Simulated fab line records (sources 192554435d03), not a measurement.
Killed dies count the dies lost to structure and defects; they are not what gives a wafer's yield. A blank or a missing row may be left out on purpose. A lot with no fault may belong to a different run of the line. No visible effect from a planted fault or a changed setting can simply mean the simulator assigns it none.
fab line records    flow n5-finfet
record: lots: 14  wafers: 42  last-day: 17
route steps=1938 shown BEOL_M15@1784 MIM_BOT_ETCH@1869 TV_LITHO@1881
lots that met no fault: from a run of the same line without faults
start-h: hours from the record's opening day to when the first of the lot's shown wafers began    wait-h: how many hours have passed since the lot's step before this one    " as in the row above    L1.1+2: a single row standing in for several wafers    - no value, or no start was given    * or withheld: withheld    < > ~ a bound
route shown NAME@n: a module of which the file shows steps, and the number in the route of the first    usual: mean/standard deviation of fault-free wafers    same: alike in all rows    chamber/n: place in a boat    sites: the reading at each site    _std_site: their standard deviation    _edge_site: inner sites' mean taken away from outer sites' mean    radius-mm: how far each site lies from the wafer's centre    mask NAME#n: copy n    behind: the tool/chamber that last shaped the wafer    hold: the reason the lot was held/the length of the hold in hours/how it ended    device: transistor that didn't switch, given as n, p or np    end of line: at the end of the route, the tests of the same wafers    step lacking rows: just its recipe    killed: dies lost to structure and defects at the first sort, not the wafer's yield    map: a wafer's dies, marking killed ones x, the rest . and places with no die _
set.NAME: the setting as run; set.NAME@STEP: as run at that earlier step    model.NAME: the simulator's own value behind a step, which no gauge read
a sample of lots followed through the steps of the route, with each step as a table and each wafer as a row
services: when a tool's chamber went out of use (start-h, in hours from the record's first day, below 0 if earlier), for how many hours, and the reason
== steps ==
step: N5_BEOL_M15_OVL_MEAS_11
recipe: points-per-wafer: 44
usual: V14_OVL: -3/4.8
lot.wafer  tool        chamber  start-h  wait-h  V14_OVL[nm]
L490.1     overlay-02  0        249.99   0.0     5
L490.2     "           0        "        "       -4
L490.3     "           0        "        "       10
L492.1     overlay-01  0        259.85   0.0     -7
L492.2     "           0        "        "       -4
L492.4     "           0        "        "       -5
L494.1     overlay-01  0        269.60   0.0     3
L494.2     "           0        "        "       -6
L494.3     "           0        "        "       0
L495.1     overlay-02  0        276.02   0.0     -5
L495.2     "           0        "        "       -7
L495.3     "           0        "        "       -4
L496.2     overlay-01  0        289.07   0.0     -5
L496.5     "           0        "        "       1
L496.6     "           0        "        "       6
L497.1     overlay-02  0        289.91   0.0     0
L497.2     "           0        "        "       5
L497.6     "           0        "        "       2
L498.2     overlay-01  0        293.22   0.0     -12
L498.5     "           0        "        "       -3
L498.6     "           0        "        "       -10
L499.1     overlay-01  0        305.95   0.0     -6
L499.3     "           0        "        "       -7
L499.5     "           0        "        "       -5
L500.1     overlay-01  0        309.44   0.0     -2
L500.3     "           0        "        "       -2
L500.6     "           0        "        "       4
L502.2     overlay-01  0        316.02   0.0     4
L502.5     "           0        "        "       -3
L502.6     "           0        "        "       6
L501.3     overlay-02  0        318.59   0.0     -11
L501.4     "           0        "        "       -5
L501.5     "           0        "        "       -8
L512.2     overlay-02  0        379.47   0.0     -4
L512.4     "           0        "        "       -11
L512.6     "           0        "        "       -8
L511.1     overlay-01  0        392.11   0.0     -5
L511.4     "           0        "        "       -5
L511.6     "           0        "        "       -6
L513.3     overlay-01  0        392.84   0.0     -3
L513.4     "           0        "        "       -8
L513.5     "           0        "        "       -3
step: N5_MIM_BOT_ETCH_STRIP_01
recipe: chemistry: O2  power-w: 600  temp-c: 60  pressure-mtorr: 30  rf-frequency-hz: 6e+07  bias-power-w: 0  overash-fraction: 0.5  o2-flow-sccm: 225
usual: drypump-motor-current-A: 5.7/0.51  oes-product-au: 0.81/0.085  rf-vpp-V: 3.7/1.4  showerhead-plenum-p-Torr: 2.09/0.066  throttle-valve-pct: 16.63/0.21
same: overash-fraction: 0.5
lot.wafer  tool         chamber  start-h  wait-h  drypump-motor-current-A  oes-product-au  rf-hours-counter-h  rf-vpp-V  showerhead-plenum-p-Torr  throttle-valve-pct
L490.1     rie-diel-04  3        262.87   0.1     5.6                      0.72            222                 3.2       1.98                      16.53
L490.2     "            2        "        "       6.5                      0.87            43                  3.0       2.22                      16.58
L490.3     "            1        "        "       5.6                      0.68            242                 1.7       2.06                      16.71
L492.1     rie-diel-04  0        274.58   0.1     5.6                      0.91            17                  4.8       2.06                      16.76
L492.2     "            3        "        "       5.6                      0.70            227                 6.5       1.98                      16.50
L492.4     "            1        "        "       5.6                      0.68            247                 4.1       2.06                      16.72
L494.1     rie-diel-01  2        281.88   0.1     5.5                      0.70            214                 4.8       2.07                      16.64
L494.2     "            1        "        "       4.9                      0.86            60                  4.5       2.03                      16.39
L494.3     "            3        "        "       5.8                      0.84            68                  4.8       2.13                      16.68
L495.1     rie-diel-04  3        286.15   0.1     5.6                      0.72            231                 4.1       1.98                      16.53
L495.2     "            2        "        "       6.6                      0.87            52                  4.4       2.22                      16.60
L495.3     "            0        "        "       5.6                      0.90            22                  2.9       2.06                      16.71
L496.2     rie-diel-04  0        299.06   0.2     5.6                      0.91            28                  2.7       2.06                      16.73
L496.5     "            3        "        "       5.6                      0.70            -                   2.2       1.98                      16.59
L496.6     "            0        "        "       5.6                      0.90            -                   3.5       2.06                      16.74
L497.1     rie-diel-01  2        301.79   0.1     5.5                      0.69            221                 6.2       2.07                      16.63
L497.2     "            3        "        "       5.8                      0.84            75                  2.2       2.13                      16.62
L497.6     "            2        "        "       5.5                      0.70            -                   0.5       2.07                      16.63
L498.2     rie-diel-01  0        304.29   0.1     5.4                      0.87            54                  4.0       2.14                      16.85
L498.5     "            3        "        "       5.8                      0.85            -                   6.2       2.13                      16.65
L498.6     "            2        "        "       5.5                      0.69            -                   6.0       2.07                      16.63
L499.1     rie-diel-06  3        316.49   0.1     6.8                      0.69            225                 6.9       2.17                      16.93
L499.3     "            0        "        "       5.5                      0.70            197                 5.6       2.16                      16.92
L499.5     "            2        "        "       5.3                      0.84            -                   2.0       2.04                      16.55
L500.1     rie-diel-01  3        317.83   0.3     5.8                      0.83            80                  2.4       2.13                      16.70
L500.3     "            1        "        "       4.9                      0.82            73                  2.9       2.03                      16.42
L500.6     "            0        "        "       5.4                      0.88            -                   3.5       2.14                      16.84
L502.2     rie-diel-06  0        328.76   0.1     5.5                      0.69            202                 4.5       2.16                      16.89
L502.5     "            0        "        "       5.5                      0.71            -                   2.7       2.16                      16.88
L502.6     "            1        "        "       5.3                      0.93            -                   2.8       2.05                      16.26
L501.3     rie-diel-06  3        329.07   0.1     6.8                      0.72            229                 2.4       2.16                      16.94
L501.4     "            1        "        "       5.3                      0.91            7                   2.8       2.05                      16.28
L501.5     "            3        "        "       6.9                      0.68            -                   2.7       2.16                      16.93
L512.2     rie-diel-04  1        391.37   0.1     5.6                      0.89            38                  3.9       2.05                      16.36
L512.4     "            2        "        "       6.5                      0.80            -                   3.0       2.20                      16.69
L512.6     "            1        "        "       5.6                      0.86            -                   3.5       2.05                      16.35
L513.3     rie-diel-04  0        404.35   0.1     5.6                      0.83            72                  4.1       2.05                      16.82
L513.4     "            1        "        "       5.6                      0.88            43                  3.6       2.04                      16.32
L513.5     "            1        "        "       5.6                      0.87            -                   3.0       2.04                      16.39
L511.1     rie-diel-04  1        404.48   0.1     5.6                      0.85            43                  4.7       2.05                      16.33
L511.4     "            2        "        "       6.5                      0.81            96                  3.1       2.20                      16.69
L511.6     "            0        "        "       5.6                      0.82            -                   3.6       2.04                      16.76
step: N5_PASSIVATION_DEVELOP_09
recipe: develop-time-s: 60  rinse-liquid: diw  dry: air-spin  dev-temp-c: 21
usual: chill-plate-temp-C: 23.00/0.097  develop-time-s: 60/0
lot.wafer  tool            chamber  start-h  wait-h  chill-plate-temp-C  develop-time-s
L490.1     litho-track-02  0        266.16   -       23.03               60
L490.2     "               0        "        "       23.12               60
L490.3     "               0        "        "       23.03               60
L492.1     litho-track-03  0        275.84   -       22.86               60
L492.2     "               0        "        "       22.98               60
L492.4     "               0        "        "       22.92               60
L494.1     litho-track-04  0        282.87   -       22.79               60
L494.2     "               0        "        "       22.97               60
L494.3     "               0        "        "       23.05               60
L495.1     litho-track-02  0        288.94   -       23.09               60
L495.2     "               0        "        "       23.04               60
L495.3     "               0        "        "       23.03               60
L496.2     litho-track-02  0        301.94   -       22.90               60
L496.5     "               0        "        "       23.03               60
L496.6     "               0        "        "       22.85               60
L497.1     litho-track-03  0        305.51   -       22.91               60
L497.2     "               0        "        "       22.85               60
L497.6     "               0        "        "       22.92               60
L498.2     litho-track-03  0        306.77   -       23.07               60
L498.5     "               0        "        "       23.23               60
L498.6     "               0        "        "       23.11               60
L499.1     litho-track-02  0        319.56   -       22.86               60
L499.3     "               0        "        "       22.88               60
L499.5     "               0        "        "       22.88               60
L500.1     litho-track-02  0        319.86   -       22.97               60
L500.3     "               0        "        "       23.06               60
L500.6     "               0        "        "       23.12               60
L501.3     litho-track-03  -        329.89   -       -                   -
L501.4     "               -        "        "       -                   -
L501.5     "               -        "        "       -                   -
L502.2     litho-track-04  -        330.19   -       -                   -
L502.5     "               -        "        "       -                   -
L502.6     "               -        "        "       -                   -
L512.2     litho-track-02  0        393.57   -       22.87               60
L512.4     "               0        "        "       22.94               60
L512.6     "               0        "        "       22.99               60
L513.3     litho-track-04  0        406.43   -       22.98               60
L513.4     "               0        "        "       22.98               60
L513.5     "               0        "        "       22.97               60
L511.1     litho-track-02  0        406.59   -       22.99               60
L511.4     "               0        "        "       23.11               60
L511.6     "               0        "        "       22.99               60
step: N5_PASSIVATION_DESCUM_12
recipe: chemistry: O2  time-s: 7.9  source-power-w: 50  bias-power-w: 20  pressure-mtorr: 20  rf-frequency-hz: 2.712e+07  temp-c: 40  o2-flow-sccm: 225
usual: drypump-motor-current-A: 5.6/0.52  oes-product-au: 0.82/0.11  rf-vpp-V: 243.2/1.4  showerhead-plenum-p-Torr: 2.09/0.074  throttle-valve-pct: 20.41/0.19
lot.wafer  tool         chamber  start-h  wait-h  drypump-motor-current-A  oes-product-au  rf-hours-counter-h  rf-vpp-V  showerhead-plenum-p-Torr  throttle-valve-pct
L490.1     rie-diel-05  3        266.42   0.1     5.5                      0.73            195                 242.1     1.99                      20.60
L490.2     "            0        "        "       6.4                      0.98            4                   241.9     2.06                      20.44
L490.3     "            2        "        "       6.4                      0.66            248                 241.2     1.98                      20.83
L492.1     rie-diel-03  1        276.04   0.0     5.4                      0.78            136                 243.6     2.09                      20.29
L492.2     "            2        "        "       4.8                      0.89            34                  243.7     2.14                      20.35
L492.4     "            3        "        "       5.4                      0.69            229                 243.6     2.06                      20.42
L494.1     rie-diel-05  3        283.61   0.6     5.5                      0.71            203                 241.8     1.99                      20.62
L494.2     "            0        "        "       6.5                      0.95            12                  242.7     2.05                      20.44
L494.3     "            0        "        "       6.5                      0.95            -                   243.1     2.05                      20.44
L495.1     rie-diel-03  1        289.27   0.2     5.4                      0.78            142                 242.7     2.09                      20.30
L495.2     "            3        "        "       5.3                      0.68            233                 243.0     2.06                      20.42
L495.3     "            2        "        "       4.9                      0.89            39                  244.3     2.13                      20.36
L496.2     rie-diel-03  2        302.37   0.3     4.9                      0.88            44                  244.7     2.13                      20.37
L496.5     "            1        "        "       5.4                      0.77            -                   242.5     2.09                      20.31
L496.6     "            2        "        "       4.8                      0.87            -                   244.1     2.13                      20.36
L497.1     rie-diel-05  1        305.71   0.0     5.0                      0.69            247                 244.3     2.14                      20.31
L497.2     "            3        "        "       5.5                      0.71            211                 242.5     1.99                      20.63
L497.6     "            3        "        "       5.5                      0.71            -                   242.8     1.99                      20.61
L498.2     rie-diel-05  1        307.26   0.3     5.0                      0.68            248                 243.5     2.14                      20.32
L498.5     "            2        "        "       6.4                      0.99            -                   245.1     2.25                      20.43
L498.6     "            1        "        "       5.0                      0.69            -                   245.2     2.14                      20.31
L499.1     rie-diel-02  1        319.77   0.0     5.4                      0.84            66                  244.5     2.13                      20.29
L499.3     "            0        "        "       5.9                      0.86            67                  244.3     2.20                      19.93
L499.5     "            2        "        "       5.2                      0.75            -                   242.1     2.08                      20.65
L500.1     rie-diel-05  2        320.13   0.1     6.4                      0.94            8                   246.4     2.24                      20.46
L500.3     "            3        "        "       5.5                      0.71            217                 240.8     1.98                      20.64
L500.6     "            3        "        "       5.5                      0.69            -                   242.0     1.98                      20.63
L501.3     rie-diel-03  0        330.14   0.1     5.6                      0.76            144                 243.3     2.10                      20.45
L501.4     "            1        "        "       5.4                      0.76            158                 244.0     2.09                      20.32
L501.5     "            0        "        "       5.6                      0.77            -                   242.2     2.10                      20.45
L502.2     rie-diel-05  1        330.39   0.0     5.0                      1.03            0                   243.9     2.14                      19.94
L502.5     "            2        "        "       6.3                      0.93            -                   245.3     2.24                      20.45
L502.6     "            1        "        "       5.0                      1.05            -                   245.0     2.14                      19.94
L512.2     rie-diel-03  0        394.24   0.5     5.5                      0.75            166                 244.5     2.10                      20.48
L512.4     "            2        "        "       4.8                      0.82            75                  244.3     2.12                      20.41
L512.6     "            0        "        "       5.5                      0.73            -                   244.0     2.10                      20.48
L513.3     rie-diel-03  2        406.67   0.1     4.8                      0.83            79                  242.9     2.12                      20.42
L513.4     "            0        "        "       5.5                      0.74            171                 242.2     2.09                      20.49
L513.5     "            3        "        "       5.4                      0.93            -                   242.5     2.04                      20.11
L511.1     rie-diel-05  3        407.12   0.4     5.5                      0.69            245                 242.0     1.97                      20.68
L511.4     "            2        "        "       6.4                      0.88            35                  245.0     2.23                      20.48
L511.6     "            0        "        "       6.4                      0.87            -                   241.3     2.04                      20.53
== services ==
tool         chamber  start-h  hours  kind
rie-diel-05  0        241.21   -      clean
rie-diel-05  0        241.21   -      consumable-replace:focus-ring
rie-diel-05  0        241.21   16.2   scheduled-down
rie-diel-05  0        241.21   16.2   vent-cycle
rie-diel-06  1        242.35   55.8   repair
rie-diel-02  -        243.38   28.1   pm
rie-diel-05  -        253.86   0.2    repair
rie-diel-04  0        265.68   8.2    repair
rie-diel-05  2        270.57   -      clean
rie-diel-05  2        270.57   -      consumable-replace:focus-ring
rie-diel-05  2        270.57   -      consumable-replace:showerhead
rie-diel-05  2        270.57   31.4   scheduled-down
rie-diel-05  2        270.57   31.4   vent-cycle
rie-diel-06  2        272.24   7.4    repair
rie-diel-02  3        290.29   7.6    repair
rie-diel-02  1        297.44   11.5   repair
rie-diel-04  2        302.97   9.8    repair
rie-diel-03  0        312.23   12.7   repair
rie-diel-04  3        365.39   33.5   repair
rie-diel-05  1        367.43   4.6    repair
rie-diel-01  3        375.61   9.6    repair
rie-diel-01  -        391.96   1.8    repair
rie-diel-06  3        397.41   15.8   repair
rie-diel-06  1        404.82   7.0    repair
== key ==
first-sign: step: N5_PASSIVATION_DEVELOP_09  reading: tool-record  direction: missing
effect none on later readings
met-at N5_PASSIVATION_DEVELOP_09
struck-lots L501,L502
later-rows-left-out L501.3,L501.4,L501.5,L502.2,L502.5,L502.6
sort-left-out L501.3,L501.4,L501.5,L502.2,L502.5,L502.6
not-acting-at N5_BEOL_M15_OVL_MEAS_11,N5_MIM_BOT_ETCH_STRIP_01,N5_PASSIVATION_DESCUM_12
onset-between 306.77 329.89
fault: kind: skipped-step-whole  tool: litho-track-03,litho-track-04  chamber: -  onset-h: 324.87  steps: N5_PASSIVATION_DEVELOP_09  scope: struck-lots-only
sort-left-out: the simulated sort isn't trusted on such a fault, so these wafers' sort isn't shown, and their yield isn't known
later-rows-left-out: the simulator's readings of these wafers behind a module that went badly wrong aren't trusted and aren't shown, but for the sort
